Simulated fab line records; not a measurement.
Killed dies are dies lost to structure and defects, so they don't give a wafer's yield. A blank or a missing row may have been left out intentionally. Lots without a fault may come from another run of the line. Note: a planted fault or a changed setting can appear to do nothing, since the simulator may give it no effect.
fab line records + flow nandHarc
record
- lots=13
- wafers=36
- lastDay=34
route steps=1302 shown P_STI@100 P_GATE@139 END@1302
lots that met no fault: taken from a fault-free run of the same line
startH: start of the lot's first displayed wafer, in hours after the record's first day + waitH: time in hours since the lot's previous step + " the same as in the row above + L1.1+2: a row that stands for several wafers + - either no value or no given start + * or withheld: withheld + < > ~ a bound
route shown NAME@n: names a module that has steps shown in the file, with the first one's number in the route + usual: the fault-free wafers' mean and standard deviation + same: alike in all rows + chamber/n: place in a boat + sites: each site's reading + _std_site: standard deviation across them + _edge_site: mean of outer sites minus mean of inner sites + radiusMm: for every site, how far away it sits from the centre of the wafer + mask NAME#n: copy n + behind: the last tool/chamber to shape the wafer + hold: reason for holding the lot/hours on hold/outcome of the hold + device: whichever transistor did not switch (one of n, p or np) + end of line: the route-end tests of the same wafers + for a step that has no rows: nothing shown but its recipe + killed: dies lost to structure and defects at the first sort, not the wafer's yield + map: dies across one wafer; x = killed, . = not, _ = none there
set.NAME: the setting as run; set.NAME@STEP: as run at that earlier step + model.NAME: the simulator's own value behind a step, which no gauge read
steps of the route over a sample of lots; a table a step, a row a wafer
services: a tool's chamber out of use, with start hour (startH, from the record's first day; less than 0 if before it), hours out, and reason
## steps
# step NHARC_P_STI_CMP_21
# recipe
- tOverpolishS=20
- targetThkNm=380.67
# usual
- motorCurrentA=11.6/0.77
- overpolishRunS=19.999/0.0099
| lot.wafer | tool   | chamber | startH | waitH | motorCurrentA | overpolishRunS |
|-----------|--------|---------|--------|-------|---------------|----------------|
| L525.2    | cmp-03 | 0       | 63.99  | 0.4   | 10.3          | 20.009         |
| L525.3    | "      | 2       | "      | "     | 11.1          | 19.992         |
| L525.6    | "      | 1       | "      | "     | 10.2          | 20.005         |
| L526.4    | cmp-04 | 0       | 71.48  | 0.4   | 12.3          | 19.992         |
| L526.1    | "      | 1       | "      | "     | 12.6          | 20.001         |
| L526.5    | "      | 0       | "      | "     | 11.7          | 20.002         |
| L529.1    | cmp-04 | 0       | 107.39 | 0.4   | 11.7          | 19.985         |
| L529.4    | "      | 2       | "      | "     | 12.3          | 19.995         |
| L529.6    | "      | 0       | "      | "     | 11.9          | 20.006         |
| L531.4    | cmp-03 | 1       | 121.60 | 0.4   | 10.2          | 19.986         |
| L531.5    | "      | 2       | "      | "     | 10.8          | 19.992         |
| L531.6    | "      | 3       | "      | "     | 12.1          | 19.992         |
| L535.2    | cmp-04 | 3       | 160.42 | 0.4   | 12.1          | 20.019         |
| L535.5    | "      | 3       | "      | "     | 11.6          | 19.993         |
| L536.2    | cmp-04 | 3       | 174.94 | 0.4   | 11.5          | 19.994         |
| L536.6    | "      | 0       | "      | "     | 12.3          | 19.989         |
| L537.4    | cmp-04 | 1       | 181.04 | 0.4   | 12.7          | 19.996         |
| L537.5    | "      | 1       | "      | "     | 12.8          | 20.007         |
| L540.2    | cmp-03 | 1       | 212.58 | 0.4   | 10.6          | 20.007         |
| L540.3    | "      | 2       | "      | "     | 11.2          | 20.014         |
| L540.1    | "      | 3       | "      | "     | 11.5          | 19.995         |
| L542.3    | cmp-04 | 2       | 234.13 | 0.4   | 12.5          | 19.992         |
| L542.4    | "      | 1       | "      | "     | 12.7          | 20.010         |
| L542.6    | "      | 3       | "      | "     | 12.0          | 19.998         |
| L544.3    | cmp-03 | 3       | 255.54 | 0.4   | 12.2          | 19.988         |
| L544.6    | "      | 2       | "      | "     | 11.0          | 20.006         |
| L544.5    | "      | 3       | "      | "     | 12.2          | 19.998         |
| L545.4    | cmp-04 | 3       | 264.69 | 0.4   | 12.2          | 20.011         |
| L545.5    | "      | 3       | "      | "     | 12.2          | 19.995         |
| L545.6    | "      | 0       | "      | "     | 11.9          | 19.999         |
| L546.2    | cmp-03 | 1       | 271.29 | 0.4   | 10.3          | 19.997         |
| L546.1    | "      | 2       | "      | "     | 10.7          | 19.986         |
| L546.5    | "      | 1       | "      | "     | 10.4          | 19.999         |
| L547.2    | cmp-04 | 2       | 285.97 | 0.4   | 12.5          | 19.998         |
| L547.1    | "      | 3       | "      | "     | 11.7          | 19.998         |
| L547.3    | "      | 1       | "      | "     | 12.6          | 20.005         |
# step NHARC_P_GATE_PEB_24
# recipe
- pebTempC=100
- pebTimeS=65
# usual
- heaterPowerTotalW=156.5/0.43
| lot.wafer | tool          | chamber | startH | waitH | heaterPowerTotalW |
|-----------|---------------|---------|--------|-------|-------------------|
| L525.2    | lithoTrack-06 | 0       | 98.56  | 0.1   | 156.2             |
| L525.3    | "             | 0       | "      | "     | 156.0             |
| L525.6    | "             | 0       | "      | "     | 156.3             |
| L526.1    | lithoTrack-04 | 0       | 104.62 | 0.1   | 156.3             |
| L526.4    | "             | 0       | "      | "     | 157.1             |
| L526.5    | "             | 0       | "      | "     | 156.5             |
| L529.1    | lithoTrack-04 | 0       | 138.99 | 0.1   | 156.5             |
| L529.4    | "             | 0       | "      | "     | 155.9             |
| L529.6    | "             | 0       | "      | "     | 156.9             |
| L531.4    | lithoTrack-06 | 0       | 157.29 | 0.0   | 156.0             |
| L531.5    | "             | 0       | "      | "     | 156.6             |
| L531.6    | "             | 0       | "      | "     | 156.0             |
| L535.2    | lithoTrack-01 | 0       | 191.99 | 0.1   | 157.2             |
| L535.5    | "             | 0       | "      | "     | 167.1             |
| L536.2    | lithoTrack-01 | 0       | 209.87 | 0.1   | 156.3             |
| L536.6    | "             | 0       | "      | "     | 165.9             |
| L537.4    | lithoTrack-01 | 0       | 211.60 | 0.0   | 157.2             |
| L537.5    | "             | 0       | "      | "     | 166.6             |
| L540.1    | lithoTrack-04 | 0       | 243.88 | 0.1   | 155.9             |
| L540.2    | "             | 0       | "      | "     | 156.9             |
| L540.3    | "             | 0       | "      | "     | 156.9             |
| L542.3    | lithoTrack-06 | 0       | 265.81 | 0.0   | 156.5             |
| L542.4    | "             | 0       | "      | "     | 156.4             |
| L542.6    | "             | 0       | "      | "     | 157.0             |
| L544.3    | lithoTrack-06 | 0       | 289.10 | 0.0   | 156.8             |
| L544.5    | "             | 0       | "      | "     | 157.1             |
| L544.6    | "             | 0       | "      | "     | 156.4             |
| L545.4    | lithoTrack-06 | 0       | 295.12 | 0.0   | 157.2             |
| L545.5    | "             | 0       | "      | "     | 156.6             |
| L545.6    | "             | 0       | "      | "     | 156.4             |
| L546.1    | lithoTrack-04 | 0       | 304.01 | 0.1   | 155.9             |
| L546.2    | "             | 0       | "      | "     | 156.0             |
| L546.5    | "             | 0       | "      | "     | 156.7             |
| L547.1    | lithoTrack-06 | 0       | 317.18 | 0.1   | 156.1             |
| L547.2    | "             | 0       | "      | "     | 156.1             |
| L547.3    | "             | 0       | "      | "     | 156.4             |
# step NHARC_P_GATE_CD_MEAS_26
# recipe
- targetCdNm=120
- landingEnergyEv=500
# usual
- cdNm=120.1/0.51
| lot.wafer | tool     | chamber | startH | waitH | cdNm  |
|-----------|----------|---------|--------|-------|-------|
| L525.2    | cdSem-01 | 0       | 98.64  | -     | 120.7 |
| L525.3    | "        | 0       | "      | "     | 120.9 |
| L525.6    | "        | 0       | "      | "     | 120.5 |
| L526.1    | cdSem-03 | 0       | 104.70 | -     | 119.8 |
| L526.4    | "        | 0       | "      | "     | 119.5 |
| L526.5    | "        | 0       | "      | "     | 118.8 |
| L529.1    | cdSem-03 | 0       | 139.07 | -     | 120.4 |
| L529.4    | "        | 0       | "      | "     | 120.2 |
| L529.6    | "        | 0       | "      | "     | 119.6 |
| L531.4    | cdSem-02 | 0       | 157.37 | -     | 119.8 |
| L531.5    | "        | 0       | "      | "     | 119.9 |
| L531.6    | "        | 0       | "      | "     | 119.7 |
| L535.2    | cdSem-02 | 0       | 192.08 | -     | 120.1 |
| L535.5    | "        | 0       | "      | "     | 123.6 |
| L536.2    | cdSem-01 | 0       | 209.95 | -     | 119.8 |
| L536.6    | "        | 0       | "      | "     | 124.7 |
| L537.4    | cdSem-01 | 0       | 211.69 | -     | 119.5 |
| L537.5    | "        | 0       | "      | "     | 123.6 |
| L540.1    | cdSem-01 | 0       | 243.96 | -     | 119.7 |
| L540.2    | "        | 0       | "      | "     | 119.9 |
| L540.3    | "        | 0       | "      | "     | 119.7 |
| L542.3    | cdSem-02 | 0       | 265.89 | -     | 120.2 |
| L542.4    | "        | 0       | "      | "     | 120.3 |
| L542.6    | "        | 0       | "      | "     | 120.5 |
| L544.3    | cdSem-01 | 0       | 289.18 | -     | 119.6 |
| L544.5    | "        | 0       | "      | "     | 119.6 |
| L544.6    | "        | 0       | "      | "     | 120.0 |
| L545.4    | cdSem-02 | 0       | 295.20 | -     | 120.0 |
| L545.5    | "        | 0       | "      | "     | 119.8 |
| L545.6    | "        | 0       | "      | "     | 120.8 |
| L546.1    | cdSem-01 | 0       | 304.09 | -     | 120.0 |
| L546.2    | "        | 0       | "      | "     | 119.5 |
| L546.5    | "        | 0       | "      | "     | 120.0 |
| L547.1    | cdSem-01 | 0       | 317.26 | -     | 119.5 |
| L547.2    | "        | 0       | "      | "     | 120.0 |
| L547.3    | "        | 0       | "      | "     | 119.6 |
# step NHARC_P_GATE_ETCHBACK_37
# recipe
- targetDepthA=345
- timeS=17.2
- chf3FlowSccm=50
- o2FlowSccm=10
- arFlowSccm=200
- rfW=500
- biasW=200
- chemistry=CHF3/O2
# usual
- drypumpMotorCurrentA=5.6/0.32
- oesProductAu=0.942/0.029
- rfVppV=370.1/2.2
- showerheadPlenumPTorr=2.38/0.098
- throttleValvePct=20.572/0.0088
| lot.wafer | tool       | chamber | startH | waitH | drypumpMotorCurrentA | oesProductAu | rfHoursCounterH | rfVppV | showerheadPlenumPTorr | throttleValvePct |
|-----------|------------|---------|--------|-------|----------------------|--------------|-----------------|--------|-----------------------|------------------|
| L525.3    | rieDiel-05 | 2       | -      | -     | 6.0                  | 0.931        | 4               | 367.8  | 2.27                  | 20.582           |
| L525.2    | "          | 3       | "      | "     | 5.0                  | 0.940        | 4               | 366.7  | 2.25                  | 20.561           |
| L525.6    | "          | 3       | "      | "     | 5.0                  | 0.922        | -               | 366.5  | 2.25                  | 20.579           |
| L526.1    | rieDiel-13 | 3       | -      | -     | 5.8                  | 0.929        | 8               | 369.1  | 2.40                  | 20.558           |
| L526.5    | "          | 0       | "      | "     | 5.2                  | 0.931        | -               | 368.7  | 2.29                  | 20.566           |
| L526.4    | "          | 2       | "      | "     | 5.8                  | 0.931        | -               | 371.9  | 2.43                  | 20.569           |
| L529.1    | rieDiel-02 | 1       | -      | -     | 5.3                  | 0.931        | 4               | 370.7  | 2.43                  | 20.557           |
| L529.4    | "          | 2       | "      | "     | 5.3                  | 0.932        | 4               | 369.3  | 2.31                  | 20.577           |
| L529.6    | "          | 1       | "      | "     | 5.3                  | 0.925        | -               | 370.5  | 2.43                  | 20.563           |
| L531.4    | rieDiel-05 | 3       | -      | -     | 5.0                  | 0.922        | 7               | 367.8  | 2.25                  | 20.561           |
| L531.6    | "          | 2       | "      | "     | 6.0                  | 0.918        | -               | 368.2  | 2.26                  | 20.563           |
| L531.5    | "          | 3       | "      | "     | 5.0                  | 0.935        | -               | 367.7  | 2.25                  | 20.586           |
| L535.2    | rieDiel-05 | 3       | -      | -     | 5.1                  | 0.988        | 9               | 369.0  | 2.25                  | 20.569           |
| L535.5    | "          | 3       | "      | "     | 5.1                  | 0.989        | -               | 368.8  | 2.25                  | 20.561           |
| L536.2    | rieDiel-05 | 1       | -      | -     | 5.9                  | 1.001        | 8               | 372.1  | 2.47                  | 20.562           |
| L536.6    | "          | 0       | "      | "     | 5.5                  | 0.996        | -               | 374.7  | 2.56                  | 20.581           |
| L537.4    | rieDiel-05 | 3       | -      | -     | 5.1                  | 0.941        | 10              | 367.8  | 2.25                  | 20.566           |
| L537.5    | "          | 1       | "      | "     | 5.9                  | 0.934        | -               | 371.8  | 2.47                  | 20.567           |
| L540.1    | rieDiel-02 | 0       | -      | -     | 5.5                  | 0.927        | 2               | 370.4  | 2.46                  | 20.579           |
| L540.2    | "          | 1       | "      | "     | 5.4                  | 0.916        | 2               | 372.1  | 2.43                  | 20.576           |
| L540.3    | "          | 2       | "      | "     | 5.3                  | 0.926        | 2               | 369.5  | 2.31                  | 20.579           |
| L542.3    | rieDiel-13 | 1       | -      | -     | 5.4                  | 0.924        | 5               | 366.8  | 2.27                  | 20.562           |
| L542.4    | "          | 2       | "      | "     | 5.8                  | 0.926        | 5               | 371.5  | 2.43                  | 20.592           |
| L542.6    | "          | 2       | "      | "     | 5.8                  | 0.921        | -               | 371.6  | 2.43                  | 20.567           |
| L544.3    | rieDiel-13 | 3       | -      | -     | 5.7                  | 0.974        | 6               | 369.4  | 2.40                  | 20.577           |
| L544.5    | "          | 2       | "      | "     | 5.8                  | 0.925        | -               | 369.7  | 2.43                  | 20.584           |
| L544.6    | "          | 3       | "      | "     | 5.7                  | 0.970        | -               | 371.9  | 2.40                  | 20.573           |
| L545.4    | rieDiel-13 | 0       | -      | -     | 5.2                  | 0.920        | -               | 367.1  | 2.29                  | 20.579           |
| L545.6    | "          | 2       | "      | "     | 5.8                  | 0.979        | -               | 373.2  | 2.43                  | 20.576           |
| L545.5    | "          | 3       | "      | "     | 5.7                  | 0.924        | -               | 370.8  | 2.40                  | 20.586           |
| L546.1    | rieDiel-13 | 2       | -      | -     | 5.8                  | 0.996        | 6               | 369.9  | 2.43                  | 20.580           |
| L546.2    | "          | 0       | "      | "     | 5.2                  | 0.918        | 8               | 366.9  | 2.29                  | 20.580           |
| L546.5    | "          | 2       | "      | "     | 5.8                  | 0.992        | -               | 370.8  | 2.43                  | 20.582           |
| L547.3    | rieDiel-13 | 2       | -      | -     | 5.8                  | 0.927        | 7               | 371.0  | 2.43                  | 20.567           |
| L547.2    | "          | 3       | "      | "     | 5.8                  | 0.920        | 8               | 371.1  | 2.40                  | 20.559           |
| L547.1    | "          | 0       | "      | "     | 5.2                  | 0.926        | 9               | 369.3  | 2.29                  | 20.565           |
# step NHARC_P_GATE_STRIP_101
# recipe
- timeS=20
- o2FlowSccm=500
- arFlowSccm=0
- biasW=0
- chemistry=O2
# usual
- drypumpMotorCurrentA=5.6/0.32
- oesProductAu=1.000/0.0069
- rfVppV=57.7/0.91
- showerheadPlenumPTorr=3.49/0.14
- throttleValvePct=17.036/0.0094
| lot.wafer | tool       | chamber | startH | waitH | drypumpMotorCurrentA | oesProductAu | rfHoursCounterH | rfVppV | showerheadPlenumPTorr | throttleValvePct |
|-----------|------------|---------|--------|-------|----------------------|--------------|-----------------|--------|-----------------------|------------------|
| L525.3    | rieDiel-05 | 2       | 109.66 | 0.1   | 6.0                  | 1.004        | 4               | 58.5   | 3.33                  | 17.039           |
| L525.2    | "          | 0       | "      | "     | 5.5                  | 1.008        | 4               | 58.2   | 3.76                  | 17.035           |
| L525.6    | "          | 2       | "      | "     | 6.0                  | 1.000        | -               | 58.9   | 3.33                  | 17.052           |
| L526.1    | rieDiel-13 | 3       | 116.03 | 0.1   | 5.8                  | 1.001        | 8               | 56.7   | 3.53                  | 17.037           |
| L526.5    | "          | 0       | "      | "     | 5.2                  | 1.001        | -               | 57.8   | 3.37                  | 17.034           |
| L526.4    | "          | 2       | "      | "     | 5.8                  | 0.997        | -               | 58.4   | 3.57                  | 17.033           |
| L529.1    | rieDiel-02 | 2       | 150.12 | 0.1   | 5.2                  | 1.016        | 4               | 58.0   | 3.40                  | 17.016           |
| L529.4    | "          | 3       | "      | "     | 6.2                  | 1.006        | 5               | 58.7   | 3.70                  | 17.043           |
| L529.6    | "          | 2       | "      | "     | 5.3                  | 0.998        | -               | 57.5   | 3.40                  | 17.031           |
| L531.4    | rieDiel-05 | 1       | 168.49 | 0.1   | 5.9                  | 1.010        | 5               | 57.8   | 3.63                  | 17.029           |
| L531.6    | "          | 0       | "      | "     | 5.5                  | 1.007        | -               | 59.3   | 3.76                  | 17.042           |
| L531.5    | "          | 1       | "      | "     | 5.9                  | 1.009        | -               | 58.9   | 3.63                  | 17.030           |
| L535.2    | rieDiel-05 | 1       | 203.21 | 0.1   | 5.9                  | 0.999        | 8               | 57.3   | 3.63                  | 17.034           |
| L535.5    | "          | 1       | "      | "     | 5.9                  | 1.007        | -               | 58.2   | 3.63                  | 17.035           |
| L536.2    | rieDiel-05 | 3       | 221.08 | 0.1   | 5.1                  | 1.004        | 10              | 57.1   | 3.30                  | 17.038           |
| L536.6    | "          | 0       | "      | "     | 5.5                  | 0.994        | -               | 57.8   | 3.76                  | 17.022           |
| L537.4    | rieDiel-05 | 2       | 222.70 | 0.1   | 5.9                  | 0.993        | 13              | 56.5   | 3.33                  | 17.038           |
| L537.5    | "          | 3       | "      | "     | 5.1                  | 0.998        | -               | 56.9   | 3.30                  | 17.048           |
| L540.1    | rieDiel-02 | 1       | 255.15 | 0.1   | 5.4                  | 1.003        | 2               | 58.2   | 3.56                  | 17.054           |
| L540.3    | "          | 3       | "      | "     | 6.2                  | 0.998        | 2               | 57.8   | 3.70                  | 17.034           |
| L540.2    | "          | 0       | "      | "     | 5.6                  | 1.003        | 2               | 58.3   | 3.61                  | 17.034           |
| L542.3    | rieDiel-13 | 1       | 276.96 | 0.1   | 5.4                  | 0.999        | 5               | 57.9   | 3.34                  | 17.049           |
| L542.4    | "          | 2       | "      | "     | 5.8                  | 0.997        | 5               | 56.8   | 3.57                  | 17.040           |
| L542.6    | "          | 1       | "      | "     | 5.4                  | 1.010        | -               | 56.4   | 3.34                  | 17.030           |
| L544.3    | rieDiel-13 | 3       | 302.40 | 0.1   | 5.8                  | 1.005        | 6               | 57.2   | 3.52                  | 17.047           |
| L544.6    | "          | 2       | "      | "     | 5.8                  | 1.006        | -               | 56.6   | 3.57                  | 17.024           |
| L544.5    | "          | 3       | "      | "     | 5.8                  | 1.006        | -               | 58.5   | 3.52                  | 17.033           |
| L545.4    | rieDiel-13 | 0       | 307.17 | 0.9   | 5.2                  | 0.999        | -               | 56.6   | 3.37                  | 17.029           |
| L545.5    | "          | 2       | "      | "     | 5.8                  | 0.998        | -               | 60.5   | 3.57                  | 17.028           |
| L545.6    | "          | 3       | "      | "     | 5.8                  | 0.983        | -               | 58.3   | 3.52                  | 17.045           |
| L546.1    | rieDiel-13 | 1       | 315.28 | 0.1   | 5.4                  | 1.002        | 7               | 57.2   | 3.33                  | 17.026           |
| L546.2    | "          | 2       | "      | "     | 5.8                  | 0.990        | 6               | 57.5   | 3.57                  | 17.053           |
| L546.5    | "          | 3       | "      | "     | 5.8                  | 1.001        | -               | 57.9   | 3.52                  | 17.027           |
| L547.3    | rieDiel-13 | 0       | 328.21 | 0.1   | 5.2                  | 0.997        | 9               | 58.2   | 3.37                  | 17.041           |
| L547.1    | "          | 2       | "      | "     | 5.8                  | 1.007        | 7               | 57.4   | 3.57                  | 17.042           |
| L547.2    | "          | 3       | "      | "     | 5.7                  | 0.997        | 8               | 58.9   | 3.52                  | 17.041           |
# step NHARC_END_SORT_01
# recipe
- tempC=25
# usual
- killedAtArray=44/16
- killedAtOther=0.6/1.1
- killedAtPeriphery=3.9/2.6
- killedDies=48/16
- killedOpen=3.1/1.9
- killedShort=2.4/1.8
# same
- grossDies=677
| lot.wafer | tool      | chamber | startH | waitH | killedAtArray | killedAtOther | killedAtPeriphery | killedDies | killedOpen | killedShort |
|-----------|-----------|---------|--------|-------|---------------|---------------|-------------------|------------|------------|-------------|
| L540.1    | prober-01 | 0       | 704.10 | 2.5   | 32            | 1             | 8                 | 41         | 3          | 2           |
| L540.2    | prober-01 | 0       | 704.90 | 2.8   | 36            | 0             | 6                 | 42         | 2          | 1           |
| L540.3    | prober-01 | 0       | 705.71 | 3.1   | 25            | 0             | 3                 | 28         | 0          | 0           |
| L547.1    | prober-02 | 0       | 780.09 | 2.5   | 35            | 0             | 8                 | 43         | 4          | 4           |
| L547.2    | prober-02 | 0       | 780.90 | 2.8   | 45            | 0             | 3                 | 48         | 0          | 1           |
| L547.3    | prober-02 | 0       | 781.70 | 3.1   | 42            | 0             | 6                 | 48         | 0          | 2           |
# killed by level:class
L540.1 A_SLIT:chamberFilmFlake=18 A_CHANNEL_HOLE_D1:chamberFilmFlake=6 P_CONTACT:chamberFilmFlake=4 A_M0:geometricParticle:open=2 A_CONTACT:chamberFilmFlake=2 P_CONTACT:geometricParticle:open=1 P_M1:geometricParticle:short=1 A_CHANNEL_FILL_D1:geometricParticle:short=1
L540.2 A_SLIT:chamberFilmFlake=22 P_CONTACT:chamberFilmFlake=6 A_CHANNEL_HOLE_D1:chamberFilmFlake=4 A_CONTACT:chamberFilmFlake=3 A_STAIRCASE:chamberFilmFlake=2 A_SOURCE_PLATE:geometricParticle:open=1 A_ONON_D2:geometricParticle:short=1 A_SGD_CUT:geometricParticle:open=1
L540.3 A_SLIT:chamberFilmFlake=13 A_CHANNEL_FILL_D2:chamberFilmFlake=4 A_CHANNEL_HOLE_D1:chamberFilmFlake=3 A_DECK1_JOINT:chamberFilmFlake=2 P_CONTACT:chamberFilmFlake=2 P_STI:chamberFilmFlake=1 A_ZERO_WELL:chamberFilmFlake=1 A_STAIRCASE:chamberFilmFlake=1
L547.1 A_CHANNEL_HOLE_D2:chamberFilmFlake=13 A_STAIRCASE:chamberFilmFlake=5 A_CONTACT:chamberFilmFlake=5 A_SLIT:chamberFilmFlake=4 P_GATE:chamberFilmFlake=2 P_BONDPAD:chamberFilmFlake=2 P_ZERO_WELL:geometricParticle:short=1 P_M0:geometricParticle:short=1
L547.2 A_CHANNEL_HOLE_D2:chamberFilmFlake=18 A_SLIT:chamberFilmFlake=12 A_CONTACT:chamberFilmFlake=10 P_BONDPAD:chamberFilmFlake=2 A_ZERO_WELL:chamberFilmFlake=2 A_STAIRCASE:chamberFilmFlake=2 A_SGD_CUT:geometricParticle:short=1 P_GATE:chamberFilmFlake=1
L547.3 A_CHANNEL_HOLE_D2:chamberFilmFlake=15 A_CONTACT:chamberFilmFlake=10 A_SLIT:chamberFilmFlake=8 P_GATE:chamberFilmFlake=3 A_CHANNEL_HOLE_D1:chamberFilmFlake=3 A_STAIRCASE:chamberFilmFlake=3 P_CONTACT:chamberFilmFlake=2 A_CHANNEL_FILL_D2:geometricParticle:short=1
## services
| tool       | chamber | startH | hours | kind   |
|------------|---------|--------|-------|--------|
| rieDiel-05 | -       | 52.60  | 9.0   | pm     |
| rieDiel-05 | -       | 80.36  | 0.7   | repair |
| rieDiel-05 | -       | 89.42  | 1.3   | repair |
| rieDiel-13 | 1       | 99.09  | 21.6  | repair |
| cmp-04     | -       | 111.00 | 4.0   | pm     |
| rieDiel-05 | 1       | 144.13 | 7.7   | repair |
| rieDiel-05 | 3       | 152.22 | 15.7  | repair |
| rieDiel-13 | 2       | 157.17 | 13.9  | repair |
| rieDiel-05 | 1       | 159.61 | 2.6   | repair |
| rieDiel-13 | -       | 165.00 | 9.0   | pm     |
| rieDiel-05 | 0       | 172.99 | 4.4   | repair |
| cmp-04     | -       | 190.06 | 0.3   | repair |
| rieDiel-13 | 2       | 190.15 | 9.5   | repair |
| rieDiel-13 | 1       | 198.32 | 14.4  | repair |
| cmp-04     | -       | 209.00 | 4.0   | pm     |
| rieDiel-13 | 3       | 224.94 | 2.1   | repair |
| rieDiel-05 | -       | 229.60 | 9.0   | pm     |
| rieDiel-13 | 1       | 241.24 | 4.2   | repair |
| cmp-04     | -       | 277.64 | 1.3   | repair |
| rieDiel-13 | -       | 283.09 | 1.3   | repair |
| rieDiel-13 | 2       | 284.89 | 14.4  | repair |
| rieDiel-13 | 1       | 301.41 | 6.5   | repair |
| cmp-04     | -       | 304.76 | 3.4   | repair |
| cmp-04     | -       | 308.20 | 4.0   | pm     |
## key
firstSign
- step=NHARC_P_GATE_PEB_24
- reading=heaterPowerTotalW
- direction=up
- sigmas=23
- usual=*
- struck=*
effect
- step=NHARC_P_GATE_CD_MEAS_26
- reading=cdNm
- direction=up
- sigmas=7.5
- usual=120.1
- struck=123.9
metAt NHARC_P_GATE_PEB_24
struckLots L535,L536,L537
struckWafers L535.5,L536.6,L537.5
testerLeftOut L535,L536,L537
notActingAt NHARC_P_STI_CMP_21,NHARC_P_GATE_ETCHBACK_37,NHARC_P_GATE_STRIP_101
fault
- kind=processParameterDrift
- tool=lithoTrack-01
- chamber=-
- onsetH=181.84
- steps=NHARC_P_GATE_PEB_24
- channel=pebTimeS
- offset=*
- shape=step
- endH=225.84
- scope=struckWafersOnly
- actsIn=*
- stated=*
# testerLeftOut: of these lots the tester's yield and bins aren't shown, on N5 and GAA mostly nor the transistor test; their killed dies are dies lost to structure and defects alone, not to doping, threshold or leakage, so they don't give the yield
